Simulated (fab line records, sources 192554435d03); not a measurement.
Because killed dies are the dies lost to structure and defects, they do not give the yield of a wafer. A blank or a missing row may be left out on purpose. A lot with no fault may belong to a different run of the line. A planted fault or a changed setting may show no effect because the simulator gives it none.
Matching of chambers || flow n5_finfet || rie_diel-02 running N5_PMOS_HMC_CHANNEL_EPI_DESCUM_14: 4 sister chambers
The step chemistry O2, time 7.9 s. 18 wafers are shown with their chamber, then 9 later ones without.

## EACH WAFER AND ITS CHAMBER
{"wafer": "L074.2", "chamber": 2, "drypump_motor_current_A (A)": 6.0, "showerhead_plenum_p_Torr (Torr)": 2.12, "throttle_valve_pct (%)": 20.37}
{"wafer": "L074.3", "chamber": 3, "drypump_motor_current_A (A)": 5.6, "showerhead_plenum_p_Torr (Torr)": 2.05, "throttle_valve_pct (%)": 20.51}
{"wafer": "L074.5", "chamber": 0, "drypump_motor_current_A (A)": 5.1, "showerhead_plenum_p_Torr (Torr)": 2.18, "throttle_valve_pct (%)": 20.66}
{"wafer": "L078.1", "chamber": 1, "drypump_motor_current_A (A)": 5.6, "showerhead_plenum_p_Torr (Torr)": 2.05, "throttle_valve_pct (%)": 20.31}
{"wafer": "L078.3", "chamber": 2, "drypump_motor_current_A (A)": 6.1, "showerhead_plenum_p_Torr (Torr)": 2.12, "throttle_valve_pct (%)": 20.38}
{"wafer": "L078.5", "chamber": 0, "drypump_motor_current_A (A)": 5.1, "showerhead_plenum_p_Torr (Torr)": 2.18, "throttle_valve_pct (%)": 20.68}
{"wafer": "L080.2", "chamber": 2, "drypump_motor_current_A (A)": 6.0, "showerhead_plenum_p_Torr (Torr)": 2.11, "throttle_valve_pct (%)": 20.39}
{"wafer": "L080.5", "chamber": 0, "drypump_motor_current_A (A)": 5.1, "showerhead_plenum_p_Torr (Torr)": 2.18, "throttle_valve_pct (%)": 20.70}
{"wafer": "L080.6", "chamber": 1, "drypump_motor_current_A (A)": 5.6, "showerhead_plenum_p_Torr (Torr)": 2.04, "throttle_valve_pct (%)": 20.30}
{"wafer": "L082.2", "chamber": 3, "drypump_motor_current_A (A)": 5.6, "showerhead_plenum_p_Torr (Torr)": 2.05, "throttle_valve_pct (%)": 20.52}
{"wafer": "L082.4", "chamber": 2, "drypump_motor_current_A (A)": 6.0, "showerhead_plenum_p_Torr (Torr)": 2.11, "throttle_valve_pct (%)": 20.40}
{"wafer": "L082.5", "chamber": 2, "drypump_motor_current_A (A)": 6.1, "showerhead_plenum_p_Torr (Torr)": 2.11, "throttle_valve_pct (%)": 20.39}
{"wafer": "L087.1", "chamber": 0, "drypump_motor_current_A (A)": 5.1, "showerhead_plenum_p_Torr (Torr)": 2.17, "throttle_valve_pct (%)": 20.71}
{"wafer": "L087.5", "chamber": 3, "drypump_motor_current_A (A)": 5.6, "showerhead_plenum_p_Torr (Torr)": 2.04, "throttle_valve_pct (%)": 20.53}
{"wafer": "L087.6", "chamber": 0, "drypump_motor_current_A (A)": 5.1, "showerhead_plenum_p_Torr (Torr)": 2.17, "throttle_valve_pct (%)": 20.71}
{"wafer": "L091.1", "chamber": 2, "drypump_motor_current_A (A)": 6.1, "showerhead_plenum_p_Torr (Torr)": 2.11, "throttle_valve_pct (%)": 20.41}
{"wafer": "L091.2", "chamber": 3, "drypump_motor_current_A (A)": 5.7, "showerhead_plenum_p_Torr (Torr)": 2.04, "throttle_valve_pct (%)": 20.56}
{"wafer": "L091.4", "chamber": 3, "drypump_motor_current_A (A)": 5.6, "showerhead_plenum_p_Torr (Torr)": 2.04, "throttle_valve_pct (%)": 20.54}

SIGNATURES (means of the wafers above)
{"reading": "drypump_motor_current_A", "chamber 0": 5.100, "chamber 1": 5.600, "chamber 2": 6.050, "chamber 3": 5.620, "scatter within a chamber": 0.0405}
{"reading": "showerhead_plenum_p_Torr", "chamber 0": 2.1760, "chamber 1": 2.0450, "chamber 2": 2.1133, "chamber 3": 2.0440, "scatter within a chamber": 0.0055}
{"reading": "throttle_valve_pct", "chamber 0": 20.6920, "chamber 1": 20.3050, "chamber 2": 20.3900, "chamber 3": 20.5320, "scatter within a chamber": 0.0177}
Rule: for a wafer and a chamber, the distance is found by dividing, reading by reading, the gap between the wafer's reading and the chamber's mean by the reading's scatter, squaring, summing and taking the root. The wafer belongs to the nearest chamber; if the next one is less than 2 further off, it can't be placed. The scatter: the root of (the sum of the squares of (reading less its chamber's mean) over the shown wafers, divided by (wafers less chambers)).

## WAFERS WHOSE CHAMBER IS MISSING
{"wafer": "L093.2", "drypump_motor_current_A (A)": 5.6, "showerhead_plenum_p_Torr (Torr)": 2.04, "throttle_valve_pct (%)": 20.57}
{"wafer": "L093.3", "drypump_motor_current_A (A)": 5.1, "showerhead_plenum_p_Torr (Torr)": 2.17, "throttle_valve_pct (%)": 20.72}
{"wafer": "L093.5", "drypump_motor_current_A (A)": 5.6, "showerhead_plenum_p_Torr (Torr)": 2.04, "throttle_valve_pct (%)": 20.55}
{"wafer": "L094.1", "drypump_motor_current_A (A)": 5.6, "showerhead_plenum_p_Torr (Torr)": 2.04, "throttle_valve_pct (%)": 20.36}
{"wafer": "L094.2", "drypump_motor_current_A (A)": 6.0, "showerhead_plenum_p_Torr (Torr)": 2.11, "throttle_valve_pct (%)": 20.41}
{"wafer": "L094.3", "drypump_motor_current_A (A)": 5.1, "showerhead_plenum_p_Torr (Torr)": 2.17, "throttle_valve_pct (%)": 20.72}
{"wafer": "L095.1", "drypump_motor_current_A (A)": 5.7, "showerhead_plenum_p_Torr (Torr)": 2.03, "throttle_valve_pct (%)": 20.35}
{"wafer": "L095.3", "drypump_motor_current_A (A)": 5.1, "showerhead_plenum_p_Torr (Torr)": 2.17, "throttle_valve_pct (%)": 20.71}
{"wafer": "L095.5", "drypump_motor_current_A (A)": 6.0, "showerhead_plenum_p_Torr (Torr)": 2.11, "throttle_valve_pct (%)": 20.42}

## WHICH CHAMBER EACH WENT THROUGH
{"wafer": "L093.2", "from the rows above": 3, "in truth": 3}
{"wafer": "L093.3", "from the rows above": 0, "in truth": 0}
{"wafer": "L093.5", "from the rows above": 3, "in truth": 3}
{"wafer": "L094.1", "from the rows above": 1, "in truth": 1}
{"wafer": "L094.2", "from the rows above": 2, "in truth": 2}
{"wafer": "L094.3", "from the rows above": 0, "in truth": 0}
{"wafer": "L095.1", "from the rows above": 1, "in truth": 1}
{"wafer": "L095.3", "from the rows above": 0, "in truth": 0}
{"wafer": "L095.5", "from the rows above": 2, "in truth": 2}
Correct placement for 9 of the 9. Can't be placed from these rows: 0. Wrongly placed: 0.
